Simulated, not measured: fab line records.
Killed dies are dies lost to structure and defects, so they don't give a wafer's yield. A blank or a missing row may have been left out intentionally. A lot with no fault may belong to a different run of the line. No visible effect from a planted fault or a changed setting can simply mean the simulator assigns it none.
2 desks looking at one fault ; flow n5 finfet ; every desk sees just its own numbers, and what lay behind them comes last

DESK OF THE TOOL OWNER: rie diel-04
The tool's own readings at N5_HKMG_FIN_ETCH_67 (etches SOC in N2/H2, stops on TiN, target depth 388.9 nm): means of the sampled wafers that have a number, for each lot that ran on this tool. A lot is out of limits, marked OUT, if its mean lies more than 4 standard deviations from the usual mean; the brackets give that distance.
Columns: A = chamber pressure mTorr at N5_HKMG_FIN_ETCH_67, usual 30.00 mTorr; B = drypump motor current A at N5_HKMG_FIN_ETCH_67, usual 5.9 A; C = oes product au at N5_HKMG_FIN_ETCH_67, usual 0.76 a.u.; D = rf fwd power W at N5_HKMG_FIN_ETCH_67, usual 845 W; E = rf vpp V at N5_HKMG_FIN_ETCH_67, usual 240.4 V; F = showerhead plenum p Torr at N5_HKMG_FIN_ETCH_67, usual 2.54 Torr; G = throttle valve pct at N5_HKMG_FIN_ETCH_67, usual 17.90 %
lot;first seen here;A;B;C;D;E;F;G
L734;day 4 04:29;30.04;5.7;0.69;848;240.5;2.51;17.92
L736;day 4 17:53;30.03;5.4;0.68;846;240.7;2.54;17.77
L739;day 5 11:09;29.97;5.7;0.68;844;240.7;2.51;17.94
L746;day 7 08:34;29.98;5.7;0.68;910 (+19) OUT;234.8 (-5.1) OUT;2.55;18.01
This desk's finding: out of limits on L746; first on L746, day 7 08:34 (rf fwd power W at N5_HKMG_FIN_ETCH_67). L734, L736, L739: within limits.

FROM THE METROLOGY DESK
Means of the sampled wafers that have a number, per lot and without regard to the tool the lot ran on: this is what the gauges read. A lot is out of limits, marked OUT, if its mean lies more than 4 standard deviations from the usual mean; the brackets give that distance. Readings shown: 7 of its 10, picked as those furthest out on some lot.
Columns: A = DIBL_P at N5_BEOL_M4_RC_MEAS_101, usual 36.9 mV/V; B = IOFF_N at N5_BEOL_M4_RC_MEAS_101, usual 0.163 nA/um; C = IOFF_P at N5_BEOL_M4_RC_MEAS_101, usual 0.22 nA/um; D = ION_N at N5_BEOL_M4_RC_MEAS_101, usual 673 uA/um; E = ION_P at N5_BEOL_M4_RC_MEAS_101, usual 462 uA/um; F = SS_P at N5_BEOL_M4_RC_MEAS_101, usual 73.4 mV/dec; G = VT_P at N5_BEOL_M4_RC_MEAS_101, usual -250 mV
lot;first seen here;A;B;C;D;E;F;G
L734;day 7 20:49;35.7;0.153;0.19;667;457;73.1;-254
L736;day 8 14:34;37.0;0.173;0.27;684;479;73.6;-245
L739;day 9 18:32;39.1;0.177;0.23;680;461;73.8;-251
L741;day 9 18:59;37.1;0.172;0.21;675;454;73.8;-252
L746;day 11 05:37;36.7;0.163;0.23;672;460;73.3;-251
L752;day 12 16:38;39.5;0.173;0.22;675;461;73.8;-251
L757;day 13 15:49;36.2;0.193;0.26;674;462;74.2;-246
L756;day 13 21:52;35.5;0.142;0.19;667;458;73.1;-250
Result from this desk: across the 8 lots, nothing is out of limits.

ALL TOGETHER
On L746, at day 7 08:34, an alarm was possible from the tool owner's desk.
The metrology desk saw nothing out of limits.
The metrology desk holds a record of L746, inside its limits.
Of the lots named, all ran N5_HKMG_FIN_ETCH_67 on rie diel-04.

WHAT WAS PUT IN BY THE SIMULATOR
rie diel-04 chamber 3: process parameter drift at N5_HKMG_FIN_ETCH_67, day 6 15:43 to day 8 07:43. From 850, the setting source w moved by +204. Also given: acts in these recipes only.
Shown lots that were struck: L746.
Time in hours from fault onset to the first out-of-limits reading at each desk: the tool owner's desk, 17.
